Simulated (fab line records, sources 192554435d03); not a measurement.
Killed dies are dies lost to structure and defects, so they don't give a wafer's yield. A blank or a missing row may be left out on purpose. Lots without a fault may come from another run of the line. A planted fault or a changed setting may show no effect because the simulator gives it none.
Chamber matching | flow n5_finfet | N5_BEOL_M6_STRIP_19 on rie_diel-03: 4 sister chambers
The step strips in O2. 4 wafers are shown with their chamber, then 9 later ones without.

WAFERS WITH THEIR CHAMBER
wafer  | chamber | drypump_motor_current_A (A)
L082.2 | 3       | 5.2
L083.1 | 1       | 5.3
L083.3 | 2       | 5.8
L083.4 | 0       | 6.1

WAFERS WITHOUT THEIR CHAMBER
wafer  | drypump_motor_current_A (A)
L087.1 | 6.1
L087.3 | 5.3
L087.6 | 5.1
L088.2 | 5.3
L088.3 | 6.1
L088.6 | 6.1
L092.4 | 5.9
L092.5 | 5.1
L092.6 | 5.9

WHICH CHAMBER EACH WENT THROUGH
wafer  | from the rows above     | in truth
L087.1 | 0                       | 0
L087.3 | can't be placed: 1 or 3 | 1
L087.6 | can't be placed: 3 or 1 | 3
L088.2 | can't be placed: 1 or 3 | 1
L088.3 | 0                       | 0
L088.6 | 0                       | 0
L092.4 | can't be placed: 2 or 0 | 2
L092.5 | can't be placed: 3 or 1 | 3
L092.6 | can't be placed: 2 or 0 | 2
Placed correctly: 3 of 9. Can't be placed from these rows: 6 (the true chamber is among the candidates in 6). Placed wrongly: 0.
How it was worked out, from the rows above alone: a wafer's distance from a chamber is the root of the sum, over the readings, of the square of ((its reading less the chamber's mean) divided by the reading's scatter). The wafer belongs to the nearest chamber; if the next one is less than 2 further off, it can't be placed. A chamber's mean is the mean of its shown wafers. The scatter: with one shown wafer a chamber, the root of the mean of the squares of how far each hidden wafer lies from its nearest shown one.
